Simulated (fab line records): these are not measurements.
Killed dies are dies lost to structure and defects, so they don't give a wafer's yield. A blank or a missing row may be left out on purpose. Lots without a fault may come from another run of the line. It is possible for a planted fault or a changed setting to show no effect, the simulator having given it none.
fab line records | flow nand-harc
record: lots: 12 | wafers: 35 | last-day: 24
route steps=1159 shown A_M0@1018 A_M1@1041 END@1159
lots that met no fault: taken from a fault-free run of the same line
start-h: the number of hours between the record's first day and the start of the first shown wafer of the lot | wait-h: hours elapsed since this lot's preceding step | " as in the row above | L1.1+2: several wafers, shown together as one row | - no value present, or no start provided | * or withheld: withheld | < > ~ a bound
route shown NAME@n: NAME is a module with steps in the file, n the number in the route of the first one | usual: mean/standard deviation taken from wafers without a fault | same: alike in all rows | chamber/n: place in a boat | sites: per-site readings | _std_site: the standard deviation of these | _edge_site: outer sites' mean less inner sites' | radius-mm: for every site, how far away it sits from the centre of the wafer | mask NAME#n: copy n | behind: the most recent tool/chamber to have shaped the wafer | hold: reason for holding the lot/hours on hold/outcome of the hold | device: names the non-switching transistor (n, p or np) | end of line: tests of these same wafers at the route's end | a step given without rows: its recipe and nothing more | killed: dies that structure and defects cost at the first sort, which is not the same as the wafer's yield | map: per-die view of a wafer (x killed, . not killed, _ where there is no die)
set.NAME: the setting as run; set.NAME@STEP: as run at that earlier step | model.NAME: the simulator's own value behind a step, which no gauge read
a sample of lots followed through the steps of the route, with each step as a table and each wafer as a row
services: the hour from which a tool's chamber was out of use, counted from the record's first day as start-h (under 0 if before that day), plus the number of hours and why
== steps ==
step: NHARC_A_M0_ANNEAL_30
recipe: temp-c: 225 | time-s: 90
usual: anneal-temp-c: 225.00/0.16 | wafer_temp_C_max: 225.93/0.21
lot.wafer | tool          | chamber | start-h | wait-h | anneal-temp-c | wafer_temp_C_max
L114.1    | rtp-anneal-02 | 0       | 407.62  | 0.3    | 225.11        | 226.19
L114.2    | "             | 0       | "       | "      | 225.07        | 226.21
L114.4    | "             | 0       | "       | "      | 225.20        | 226.26
L117.2    | rtp-anneal-01 | 0       | 412.62  | -      | 225.23        | 225.67
L117.3    | "             | 0       | "       | "      | 225.19        | 226.13
L117.6    | "             | 0       | "       | "      | 224.90        | 226.07
L115.2    | rtp-anneal-01 | 0       | 422.46  | -      | 225.16        | 225.85
L115.3    | "             | 0       | "       | "      | 225.00        | 225.96
L115.5    | "             | 0       | "       | "      | 225.39        | 225.94
L118.1    | rtp-anneal-02 | 0       | 431.03  | -      | 224.95        | 225.55
L118.2    | "             | 0       | "       | "      | 225.19        | 225.72
L118.6    | "             | 0       | "       | "      | 225.12        | 225.86
L121.2    | rtp-anneal-01 | 0       | 451.71  | -      | 225.04        | 225.92
L121.5    | "             | 0       | "       | "      | 225.01        | 226.37
L121.6    | "             | 0       | "       | "      | 225.17        | 225.85
L123.2    | rtp-anneal-01 | 0       | 467.36  | 0.4    | 225.02        | 225.99
L123.3    | "             | 0       | "       | "      | 225.15        | 226.10
L123.6    | "             | 0       | "       | "      | 224.99        | 225.86
L125.2    | rtp-anneal-01 | 0       | 468.22  | 0.3    | 224.77        | 226.11
L125.3    | "             | 0       | "       | "      | 225.30        | 225.57
L125.4    | "             | 0       | "       | "      | 224.75        | 225.78
L124.3    | rtp-anneal-02 | 0       | 475.66  | 0.5    | 225.13        | 225.65
L124.5    | "             | 0       | "       | "      | 225.07        | 225.85
L132.1    | rtp-anneal-02 | 0       | 507.04  | 0.3    | 225.01        | 226.09
L132.4    | "             | 0       | "       | "      | 224.82        | 225.64
L132.6    | "             | 0       | "       | "      | 224.93        | 225.50
L131.1    | rtp-anneal-02 | 0       | 507.47  | 0.3    | 225.11        | 225.97
L131.5    | "             | 0       | "       | "      | 225.41        | 225.91
L131.6    | "             | 0       | "       | "      | 225.17        | 225.89
L130.1    | rtp-anneal-01 | 0       | 516.21  | 0.3    | 224.54        | 225.87
L130.2    | "             | 0       | "       | "      | 224.72        | 226.04
L130.4    | "             | 0       | "       | "      | 224.76        | 226.03
L135.2    | rtp-anneal-01 | 0       | 535.26  | -      | 224.87        | 226.02
L135.3    | "             | 0       | "       | "      | 225.25        | 225.57
L135.5    | "             | 0       | "       | "      | 224.93        | 225.89
step: NHARC_A_M0_DEP_32
recipe: target-thk-a: 300 | temp-c: 370 | target-thk-nm: 30 | pressure-torr: 3 | flow-sccm: 200 | rf-w: 450 | material: SiCN
usual: chamber-pressure-Torr: 3.000/0.006 | heater-power-w: 570/66 | susceptor-temp-C: 370.03/0.22
lot.wafer | tool     | chamber | start-h | wait-h | chamber-pressure-Torr | heater-power-w | susceptor-temp-C
L114.2    | pecvd-01 | 1       | 408.59  | 0.1    | 3.003                 | 704            | 370.03
L114.1    | "        | 0       | "       | "      | 2.999                 | 577            | 369.97
L114.4    | "        | 1       | "       | "      | 2.992                 | 726            | 369.96
L117.2    | pecvd-02 | 1       | 413.63  | 0.1    | 2.998                 | 440            | 370.25
L117.3    | "        | 0       | "       | "      | 2.985                 | 527            | 370.03
L117.6    | "        | 1       | "       | "      | 2.992                 | 449            | 370.36
L115.2    | pecvd-03 | 1       | 423.39  | 0.1    | 3.006                 | 567            | 369.97
L115.3    | "        | 0       | "       | "      | 2.994                 | 600            | 369.84
L115.5    | "        | 1       | "       | "      | 2.998                 | 563            | 370.07
L118.2    | pecvd-01 | 0       | 432.06  | 0.1    | 2.992                 | 591            | 369.99
L118.1    | "        | 1       | "       | "      | 3.002                 | 580            | 370.06
L118.6    | "        | 0       | "       | "      | 3.008                 | 590            | 370.07
L121.2    | pecvd-03 | 2       | 452.71  | 0.1    | 3.006                 | 611            | 370.06
L121.5    | "        | 1       | "       | "      | 2.997                 | 495            | 369.95
L121.6    | "        | 2       | "       | "      | 2.993                 | 600            | 370.10
L123.3    | pecvd-01 | 1       | 468.33  | 0.1    | 2.996                 | 671            | 369.62
L123.2    | "        | 2       | "       | "      | 3.003                 | 523            | 370.38
L123.6    | "        | 1       | "       | "      | 3.007                 | 662            | 369.86
L125.2    | pecvd-03 | 0       | 469.13  | 0.1    | 2.988                 | 637            | 369.97
L125.3    | "        | 2       | "       | "      | 2.995                 | 537            | 370.11
L125.4    | "        | 2       | "       | "      | 3.008                 | 531            | 369.92
L124.3    | pecvd-02 | 2       | 476.58  | 0.1    | 2.999                 | 656            | 370.12
L124.5    | "        | 2       | "       | "      | 3.006                 | 649            | 369.95
L132.1    | pecvd-03 | 2       | 508.28  | 0.1    | 3.001                 | 606            | 369.99
L132.4    | "        | 0       | "       | "      | 2.993                 | 661            | 370.20
L132.6    | "        | 1       | "       | "      | 3.006                 | 543            | 370.02
L131.1    | pecvd-01 | 2       | 508.55  | 0.1    | 2.999                 | 605            | 369.67
L131.6    | "        | 2       | "       | "      | 3.001                 | 606            | 369.82
L131.5    | "        | 1       | "       | "      | 3.004                 | 590            | 369.83
L130.2    | pecvd-03 | 2       | 517.32  | 0.1    | 3.000                 | 561            | 370.14
L130.1    | "        | 0       | "       | "      | 2.998                 | 594            | 370.41
L130.4    | "        | 2       | "       | "      | 3.009                 | 558            | 370.03
L135.3    | pecvd-02 | 0       | 536.17  | 0.1    | 3.001                 | 538            | 370.12
L135.2    | "        | 2       | "       | "      | 2.997                 | 551            | 369.89
L135.5    | "        | 2       | "       | "      | 3.001                 | 545            | 369.91
step: NHARC_A_M1_ETCH_15
recipe: target-depth-a: 1825 | time-s: 91.2 | c4f8-flow-sccm: withheld | ar-flow-sccm: 400 | rf-w: 600 | bias-w: 300 | chemistry: C4F8/Ar
usual: bias-w: 300.1/0.92 | chamber-pressure-mTorr: 24.998/0.023 | oes-product-au: 0.948/0.025 | rf-vpp-V: 440.7/2.3
lot.wafer | tool        | chamber | start-h | wait-h | bias-w | chamber-pressure-mTorr | oes-product-au | rf-hours-counter-h | rf-vpp-V
L114.2    | rie-diel-10 | 0       | 410.21  | -      | 300.2  | 24.993                 | 0.980          | 1.3                | 436.4
L114.4    | "           | 1       | "       | "      | 300.4  | 24.996                 | 0.957          | 1.2                | 439.3
L114.1    | "           | 2       | "       | "      | 300.2  | 25.019                 | 0.954          | 1.1                | 441.4
L117.3    | rie-diel-10 | 0       | 415.41  | -      | 299.6  | 24.951                 | 0.942          | 1.4                | 438.4
L117.2    | "           | 3       | "       | "      | 300.1  | 25.017                 | 0.917          | 1.3                | 443.5
L117.6    | "           | 0       | "       | "      | 298.9  | 25.014                 | 0.936          | -                  | 439.7
L115.3    | rie-diel-12 | 1       | 425.02  | -      | 301.6  | 24.967                 | 0.953          | 2.4                | 441.5
L115.2    | "           | 0       | "       | "      | 300.8  | 25.007                 | 0.946          | 2.3                | 439.6
L115.5    | "           | 3       | "       | "      | 300.5  | 24.993                 | 0.966          | -                  | 438.8
L118.1    | rie-diel-12 | 0       | 433.65  | -      | 299.3  | 24.969                 | 0.941          | 3.8                | 439.7
L118.2    | "           | 1       | "       | "      | 300.6  | 24.956                 | 0.967          | 3.6                | 441.3
L118.6    | "           | 0       | "       | "      | 299.8  | 25.027                 | 0.934          | -                  | 439.7
L121.2    | rie-diel-12 | 0       | 454.15  | -      | 301.2  | 24.959                 | 0.896          | 4.2                | 440.3
L121.5    | "           | 2       | "       | "      | 299.6  | 24.994                 | 0.933          | -                  | 443.8
L121.6    | "           | 3       | "       | "      | 300.5  | 25.012                 | 0.937          | -                  | 438.5
L123.2    | rie-diel-12 | 0       | 469.89  | -      | 299.8  | 24.992                 | 0.955          | 5.4                | 439.2
L123.3    | "           | 2       | "       | "      | 300.5  | 24.967                 | 0.969          | 5.8                | 444.2
L123.6    | "           | 0       | "       | "      | 300.0  | 25.011                 | 0.950          | -                  | 439.4
L125.2    | rie-diel-10 | 1       | 470.78  | -      | -      | -                      | -              | -                  | -
L125.4    | "           | 2       | "       | "      | -      | -                      | -              | -                  | -
L125.3    | "           | 3       | "       | "      | -      | -                      | -              | -                  | -
L124.3    | rie-diel-12 | 3       | 478.14  | -      | -      | -                      | -              | -                  | -
L124.5    | "           | 0       | "       | "      | -      | -                      | -              | -                  | -
L132.4    | rie-diel-10 | 1       | 509.87  | -      | 300.5  | 25.018                 | 0.925          | 3.5                | 440.9
L132.1    | "           | 3       | "       | "      | 299.6  | 24.978                 | 0.920          | 3.2                | 443.8
L132.6    | "           | 1       | "       | "      | 301.5  | 25.014                 | 0.921          | -                  | 440.8
L131.1    | rie-diel-12 | 3       | 510.15  | -      | 301.1  | 25.025                 | 0.940          | 8.5                | 438.7
L131.6    | "           | 2       | "       | "      | 298.7  | 24.981                 | 0.933          | -                  | 444.6
L131.5    | "           | 3       | "       | "      | 299.6  | 25.018                 | 0.936          | -                  | 439.1
L130.2    | rie-diel-12 | 0       | 519.07  | -      | 298.9  | 24.998                 | 0.939          | 8.9                | 439.5
L130.1    | "           | 1       | "       | "      | 301.3  | 24.988                 | 0.983          | 8.7                | 442.8
L130.4    | "           | 2       | "       | "      | 299.0  | 25.025                 | 0.994          | 8.7                | 445.2
L135.2    | rie-diel-12 | 2       | 537.76  | -      | 298.4  | 25.027                 | 0.934          | 9.2                | 445.7
L135.3    | "           | 1       | "       | "      | 298.9  | 24.966                 | 0.932          | 9.2                | 439.5
L135.5    | "           | 2       | "       | "      | 299.5  | 24.981                 | 0.936          | -                  | 443.9
step: NHARC_A_M1_PVD_20
recipe: target-thk-a: 50 | bias-v: 168.6 | power-w: 15000 | chamber-pressure-pa: 0.12 | time-s: 8.06 | substrate-temp-c: 50 | material: TaN
usual: cathode-dc-power-W: 15000/2.6 | throttle-valve-pct: 29.6/0.96
lot.wafer | tool           | chamber | start-h | wait-h | cathode-dc-power-W | throttle-valve-pct
L114.2    | pvd-sputter-01 | -       | -       | -      | 15000              | 28.8
L114.4    | "              | -       | "       | "      | 14997              | 29.4
L114.1    | "              | -       | "       | "      | 14997              | 30.9
L117.2    | pvd-sputter-02 | -       | -       | -      | 15003              | 27.8
L117.3    | "              | -       | "       | "      | 14997              | 29.8
L117.6    | "              | -       | "       | "      | 14996              | 30.8
L115.3    | pvd-sputter-01 | -       | -       | -      | 15002              | 28.6
L115.2    | "              | -       | "       | "      | 15004              | 30.8
L115.5    | "              | -       | "       | "      | 14998              | 29.4
L118.1    | pvd-sputter-02 | -       | -       | -      | 14999              | 31.2
L118.2    | "              | -       | "       | "      | 14999              | 29.9
L118.6    | "              | -       | "       | "      | 14997              | 30.9
L121.2    | pvd-sputter-02 | -       | -       | -      | 14991              | 28.2
L121.6    | "              | -       | "       | "      | 15006              | 28.2
L121.5    | "              | -       | "       | "      | 15001              | 29.6
L123.2    | pvd-sputter-03 | -       | -       | -      | 14996              | 31.3
L123.3    | "              | -       | "       | "      | 15003              | 29.6
L123.6    | "              | -       | "       | "      | 15000              | 29.4
L125.3    | pvd-sputter-01 | -       | -       | -      | 15001              | 30.0
L125.4    | "              | -       | "       | "      | 15001              | 31.0
L125.2    | "              | -       | "       | "      | 14996              | 28.6
L124.3    | pvd-sputter-01 | -       | -       | -      | 15002              | 29.3
L124.5    | "              | -       | "       | "      | 15002              | 30.7
L132.1    | pvd-sputter-01 | -       | -       | -      | 14999              | 29.6
L132.4    | "              | -       | "       | "      | 15005              | 29.9
L132.6    | "              | -       | "       | "      | 14999              | 29.4
L131.1    | pvd-sputter-01 | -       | -       | -      | 15002              | 30.9
L131.5    | "              | -       | "       | "      | 15003              | 28.8
L131.6    | "              | -       | "       | "      | 15003              | 29.3
L130.2    | pvd-sputter-02 | -       | -       | -      | 14998              | 28.3
L130.4    | "              | -       | "       | "      | 14996              | 28.6
L130.1    | "              | -       | "       | "      | 14999              | 31.0
L135.3    | pvd-sputter-01 | -       | -       | -      | 15001              | 29.6
L135.2    | "              | -       | "       | "      | 15002              | 31.0
L135.5    | "              | -       | "       | "      | 14996              | 29.3
step: NHARC_END_SORT_01
recipe: temp-c: 25
usual: defect-limited-yield: 96.0/1.3 | killed-at-array: 24/8.4 | killed-at-other: 0.7/1.1 | killed-at-periphery: 2.9/1.7 | killed-dies: 27/8.6 | killed-open: 3.3/1.8 | killed-short: 1.8/1.4 | sort_bin_2_pct: 1.3/0.56 | sort_bin_3_pct: 0.19/0.18 | sort_bin_4_pct: 2.6/0.84 | sort-n-pass: 650/8.6 | sort-rim-yield-pct: 96.1/2.3 | sort-yield-pct: 96.0/1.3
same: gross-dies: 677 | sort_bin_5_pct[%]: 0 | sort_bin_6_pct[%]: 0 | sort_bin_7_pct[%]: 0 | sort_bin_8_pct[%]: 0 | sort-rim-n-gross: 106.00
lot.wafer | tool      | chamber | start-h | wait-h | defect-limited-yield[%] | killed-at-array | killed-at-other | killed-at-periphery | killed-dies | killed-open | killed-short | sort_bin_2_pct[%] | sort_bin_3_pct[%] | sort_bin_4_pct[%] | sort-n-pass | sort-rim-yield-pct[%] | sort-yield-pct[%]
L117.2    | prober-02 | 0       | 451.13  | 2.8    | 96.9                    | 16              | 0               | 5                   | 21          | 1           | 3            | 0.9               | 0.15              | 2.1               | 656         | 93.4                  | 96.9
L117.3    | prober-02 | 0       | 451.94  | 3.1    | 97.9                    | 9               | 0               | 5                   | 14          | 3           | 2            | 0.7               | 0.30              | 1.0               | 663         | 99.1                  | 97.9
L117.6    | prober-02 | 0       | 454.35  | 4.0    | 97.6                    | 13              | 0               | 3                   | 16          | 1           | 3            | 0.7               | 0                 | 1.6               | 661         | 99.1                  | 97.6
L118.1    | prober-02 | 0       | 473.61  | 2.5    | 96.3                    | 22              | 0               | 3                   | 25          | 1           | 3            | 1.6               | 0.30              | 1.8               | 652         | 97.2                  | 96.3
L118.2    | prober-02 | 0       | 474.41  | 2.8    | 94.8                    | 32              | 0               | 3                   | 35          | 4           | 1            | 2.5               | 0.30              | 2.4               | 642         | 94.3                  | 94.8
L118.6    | prober-02 | 0       | 477.62  | 4.0    | 95.9                    | 23              | 1               | 4                   | 28          | 2           | 2            | 1.2               | 0.15              | 2.8               | 649         | 94.3                  | 95.9
L121.2    | prober-01 | 0       | 489.64  | 2.8    | 95.9                    | 27              | 0               | 1                   | 28          | 4           | 4            | 1.2               | 0.15              | 2.8               | 649         | 98.1                  | 95.9
L121.5    | prober-01 | 0       | 492.06  | 3.7    | 95.0                    | 28              | 0               | 6                   | 34          | 1           | 2            | 2.2               | 0.44              | 2.4               | 643         | 94.3                  | 95.0
L121.6    | prober-01 | 0       | 492.86  | 4.0    | 94.7                    | 34              | 0               | 2                   | 36          | 6           | 0            | 1.9               | 0.15              | 3.2               | 641         | 98.1                  | 94.7
L123.2    | prober-02 | 0       | 508.69  | 2.8    | 96.8                    | 17              | 1               | 4                   | 22          | 4           | 0            | 0.9               | 0                 | 2.4               | 655         | 92.5                  | 96.8
L123.3    | prober-02 | 0       | 509.49  | 3.1    | 96.3                    | 22              | 0               | 3                   | 25          | 1           | 0            | 0.9               | 0.15              | 2.7               | 652         | 97.2                  | 96.3
L123.6    | prober-02 | 0       | 511.89  | 4.0    | 96.6                    | 21              | 0               | 2                   | 23          | 5           | 0            | 0.6               | 0                 | 2.8               | 654         | 93.4                  | 96.6
L125.2    | prober-01 | 0       | 508.73  | 2.8    | 0                       | 672             | 4               | 1                   | 677         | 1           | 4            | 96.0              | 0.44              | 3.5               | 0           | 0                     | 0
L125.3    | prober-01 | 0       | 509.52  | 3.1    | 0                       | 675             | 0               | 2                   | 677         | 2           | 0            | 97.6              | 0                 | 2.4               | 0           | 0                     | 0
L125.4    | prober-01 | 0       | 510.31  | 3.4    | 0                       | 672             | 1               | 4                   | 677         | 4           | 1            | 97.0              | 0.30              | 2.7               | 0           | 0                     | 0
L124.3    | prober-01 | 0       | 525.04  | 3.1    | 0                       | 669             | 4               | 4                   | 677         | 5           | 1            | 97.9              | 0                 | 2.1               | 0           | 0                     | 0
L124.5    | prober-01 | 0       | 526.66  | 3.7    | 0                       | 674             | 2               | 1                   | 677         | 2           | 1            | 98.7              | 0                 | 1.3               | 0           | 0                     | 0
L131.1    | prober-01 | 0       | 549.41  | 2.6    | 95.7                    | 24              | 0               | 5                   | 29          | 1           | 2            | 1.9               | 0.15              | 2.2               | 648         | 95.3                  | 95.7
L131.5    | prober-01 | 0       | 552.61  | 3.7    | 94.5                    | 34              | 1               | 2                   | 37          | 3           | 2            | 1.8               | 0.74              | 3.0               | 640         | 98.1                  | 94.5
L131.6    | prober-01 | 0       | 553.42  | 4.0    | 96.3                    | 21              | 0               | 4                   | 25          | 4           | 0            | 1.2               | 0                 | 2.5               | 652         | 90.6                  | 96.3
killed by level:class
L117.2 A_STAIRCASE:chamber-film-flake=6 P_ZERO_WELL:chamber-film-flake=3 A_CHANNEL_HOLE_D1:chamber-film-flake=3 A_CONTACT:chamber-film-flake=3 P_M0:geometric-particle:open=1 P_M0:geometric-particle:short=1 A_CHANNEL_FILL_D1:geometric-particle:short=1 A_WL_FILL:geometric-particle:short=1
L117.3 A_STAIRCASE:chamber-film-flake=3 P_ZERO_WELL:chamber-film-flake=2 A_CONTACT:chamber-film-flake=2 P_CONTACT:geometric-particle:open=1 P_M0:geometric-particle:open=1 A_CHANNEL_HOLE_D1:geometric-particle:short=1 A_WL_FILL:geometric-particle:short=1 A_CONTACT:geometric-particle:open=1
L117.6 A_STAIRCASE:chamber-film-flake=6 A_CHANNEL_FILL_D1:geometric-particle:short=3 P_STI:chamber-film-flake=2 A_ZERO_WELL:chamber-film-flake=2 A_CHANNEL_FILL_D1:geometric-particle:open=1 P_ZERO_WELL:chamber-film-flake=1 A_CHANNEL_HOLE_D1:chamber-film-flake=1
L118.1 A_CHANNEL_HOLE_D1:chamber-film-flake=16 A_CONTACT:chamber-film-flake=2 P_M0:geometric-particle:short=1 P_M1:geometric-particle:short=1 A_WL_FILL:geometric-particle:open=1 A_WL_FILL:geometric-particle:short=1 P_GATE:chamber-film-flake=1 A_STAIRCASE:chamber-film-flake=1
L118.2 A_CHANNEL_HOLE_D1:chamber-film-flake=23 A_CONTACT:chamber-film-flake=4 P_M0:geometric-particle:open=2 A_CONTACT:geometric-particle:open=2 A_STAIRCASE:chamber-film-flake=2 A_CONTACT:geometric-particle:short=1 P_ZERO_WELL:chamber-film-flake=1
L118.6 A_CHANNEL_HOLE_D1:chamber-film-flake=13 A_CONTACT:chamber-film-flake=4 A_WL_FILL:geometric-particle:short=2 P_ZERO_WELL:chamber-film-flake=2 A_ZERO_WELL:chamber-film-flake=2 P_M2:geometric-particle:open=1 A_ONON_D1:geometric-particle:open=1 P_STI:chamber-film-flake=1
L121.2 A_CHANNEL_HOLE_D1:chamber-film-flake=12 A_CONTACT:chamber-film-flake=5 A_CONTACT:geometric-particle:short=2 A_CONTACT:geometric-particle:open=2 A_STAIRCASE:chamber-film-flake=2 P_CONTACT:geometric-particle:open=1 A_CHANNEL_FILL_D1:geometric-particle:short=1 A_WL_FILL:geometric-particle:short=1
L121.5 A_CHANNEL_HOLE_D1:chamber-film-flake=17 A_CONTACT:chamber-film-flake=5 A_STAIRCASE:chamber-film-flake=4 P_M0:geometric-particle:short=2 P_GATE:chamber-film-flake=2 A_WL_FILL:chamber-film-flake=2 P_CONTACT:geometric-particle:open=1 P_STI:chamber-film-flake=1
L121.6 A_CHANNEL_HOLE_D1:chamber-film-flake=21 A_CONTACT:geometric-particle:open=4 A_M0:geometric-particle:open=2 A_STAIRCASE:chamber-film-flake=2 A_WL_FILL:chamber-film-flake=2 A_CONTACT:chamber-film-flake=2 P_STI:chamber-film-flake=1 P_GATE:chamber-film-flake=1
L123.2 A_SLIT:chamber-film-flake=5 A_CONTACT:chamber-film-flake=4 A_CHANNEL_HOLE_D1:chamber-film-flake=3 A_CONTACT:geometric-particle:open=2 P_GATE:chamber-film-flake=2 P_M2:chamber-film-flake=2 A_CHANNEL_FILL_D1:chamber-film-flake=2 A_WL_FILL:geometric-particle:open=1
L125.2 A_M1:area-etch=643 A_CHANNEL_HOLE_D1:chamber-film-flake=14 A_CONTACT:chamber-film-flake=7 THIN_TSV:chamber-film-flake=4 A_WL_FILL:chamber-film-flake=2 P_STI:geometric-particle:short=1 A_CHANNEL_FILL_D1:geometric-particle:short=1 A_WL_FILL:geometric-particle:short=1
L123.3 A_SLIT:chamber-film-flake=11 A_CONTACT:chamber-film-flake=4 A_CHANNEL_HOLE_D1:chamber-film-flake=3 A_CHANNEL_FILL_D1:chamber-film-flake=2 A_STAIRCASE:chamber-film-flake=2 P_CONTACT:geometric-particle:open=1 P_STI:chamber-film-flake=1 P_M1:chamber-film-flake=1
L125.3 A_M1:area-etch=653 A_CHANNEL_HOLE_D1:chamber-film-flake=14 A_CHANNEL_FILL_D1:chamber-film-flake=2 A_CONTACT:chamber-film-flake=2 P_M2:geometric-particle:open=1 A_CHANNEL_FILL_D1:geometric-particle:open=1 P_STI:chamber-film-flake=1 A_ZERO_WELL:chamber-film-flake=1
L125.4 A_M1:area-etch=646 A_CHANNEL_HOLE_D1:chamber-film-flake=16 P_ZERO_WELL:chamber-film-flake=2 A_CONTACT:chamber-film-flake=2 P_GATE:geometric-particle:open=1 A_ONON_D1:geometric-particle:open=1 A_ONON_D1:geometric-particle:short=1 A_SGD_CUT:geometric-particle:open=1
L123.6 A_SLIT:chamber-film-flake=7 A_CONTACT:chamber-film-flake=5 A_CHANNEL_HOLE_D1:geometric-particle:open=2 A_CHANNEL_HOLE_D1:chamber-film-flake=2 A_STAIRCASE:chamber-film-flake=2 A_CONTACT:geometric-particle:open=1 A_BLC:geometric-particle:open=1 A_M1:geometric-particle:open=1
L124.3 A_M1:area-etch=658 THIN_TSV:chamber-film-flake=4 P_CONTACT:geometric-particle:open=2 P_GATE:chamber-film-flake=2 A_STAIRCASE:chamber-film-flake=2 A_SLIT:chamber-film-flake=2 A_CONTACT:chamber-film-flake=2 A_ONON_D1:geometric-particle:open=1
L124.5 A_M1:area-etch=662 A_CONTACT:chamber-film-flake=4 A_STAIRCASE:chamber-film-flake=3 A_CHANNEL_HOLE_D1:chamber-film-flake=2 A_ONON_D1:geometric-particle:open=1 A_SGD_CUT:geometric-particle:short=1 P_STI:chamber-film-flake=1 STARTING-WAFER:geometric-particle:open=1
L131.1 A_SLIT:chamber-film-flake=13 A_CHANNEL_HOLE_D1:chamber-film-flake=6 P_M0:chamber-film-flake=2 A_CONTACT:chamber-film-flake=2 P_M1:geometric-particle:short=1 A_SGD_CUT:geometric-particle:short=1 A_BLC:geometric-particle:open=1 P_GATE:chamber-film-flake=1
L131.5 A_SLIT:chamber-film-flake=16 A_CHANNEL_HOLE_D1:chamber-film-flake=8 A_CONTACT:chamber-film-flake=5 A_CONTACT:geometric-particle:open=2 A_STAIRCASE:chamber-film-flake=2 P_M0:geometric-particle:short=1 A_M0:geometric-particle:open=1 STARTING-WAFER:geometric-particle:short=1
L131.6 A_CHANNEL_HOLE_D1:chamber-film-flake=7 A_CONTACT:chamber-film-flake=6 A_SLIT:chamber-film-flake=5 P_M0:chamber-film-flake=2 P_M1:geometric-particle:open=1 A_SGD_CUT:geometric-particle:open=1 A_CONTACT:geometric-particle:open=1 A_BLC:geometric-particle:open=1
== services ==
tool           | chamber | start-h | hours | kind
rie-diel-12    | 0       | 388.40  | -     | clean
rie-diel-12    | 1       | 388.40  | -     | clean
rie-diel-12    | 2       | 388.40  | -     | clean
rie-diel-12    | 3       | 388.40  | -     | clean
pvd-sputter-02 | -       | 392.01  | 10.0  | pm
pecvd-01       | -       | 392.67  | 6.3   | repair
pecvd-02       | 2       | 403.67  | 6.9   | repair
pecvd-02       | 2       | 411.58  | 6.3   | repair
pecvd-01       | -       | 418.00  | 13.0  | pm
rie-diel-12    | 2       | 418.88  | 7.6   | repair
pvd-sputter-03 | -       | 458.05  | 10.0  | pm
pvd-sputter-03 | -       | 472.53  | 13.3  | repair
pecvd-03       | -       | 473.06  | 13.0  | pm
pvd-sputter-02 | -       | 483.82  | 3.7   | repair
rie-diel-12    | -       | 499.11  | 0.5   | repair
pecvd-02       | 0       | 506.60  | 12.7  | repair
pvd-sputter-03 | -       | 508.08  | 69.7  | repair
pecvd-03       | 1       | 508.97  | 11.0  | repair
pvd-sputter-02 | -       | 510.73  | 4.9   | repair
pvd-sputter-01 | -       | 514.06  | 10.0  | pm
pecvd-02       | -       | 515.16  | 13.0  | pm
rie-diel-10    | 0       | 528.39  | 5.6   | repair
rie-diel-10    | -       | 530.50  | 9.0   | pm
pecvd-01       | -       | 533.65  | 1.1   | repair
== key ==
first-sign: step: NHARC_A_M1_ETCH_15 | reading: tool-record | direction: missing
effect: step: NHARC_END_SORT_01 | reading: sort_bin_2_pct | direction: up | sigmas: 99+ | usual: 1.3 | struck: 97.5
more-kills-born-at: NHARC_A_M1_ETCH_15@rie-diel-10: 1942 | NHARC_A_M1_ETCH_15@rie-diel-12: 1320
met-at NHARC_A_M1_ETCH_15
struck-lots L124,L125
later-rows-left-out L124.3,L124.5,L125.2,L125.3,L125.4
not-acting-at NHARC_A_M0_ANNEAL_30,NHARC_A_M0_DEP_32,NHARC_A_M1_PVD_20
onset-between 469.89 470.78
fault: kind: skipped-step-whole | tool: rie-diel-10,rie-diel-12 | chamber: - | onset-h: 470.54 | steps: NHARC_A_M1_ETCH_15 | scope: struck-lots-only
later-rows-left-out: the simulator's readings of these wafers behind a module that went badly wrong aren't trusted and aren't shown, but for the sort
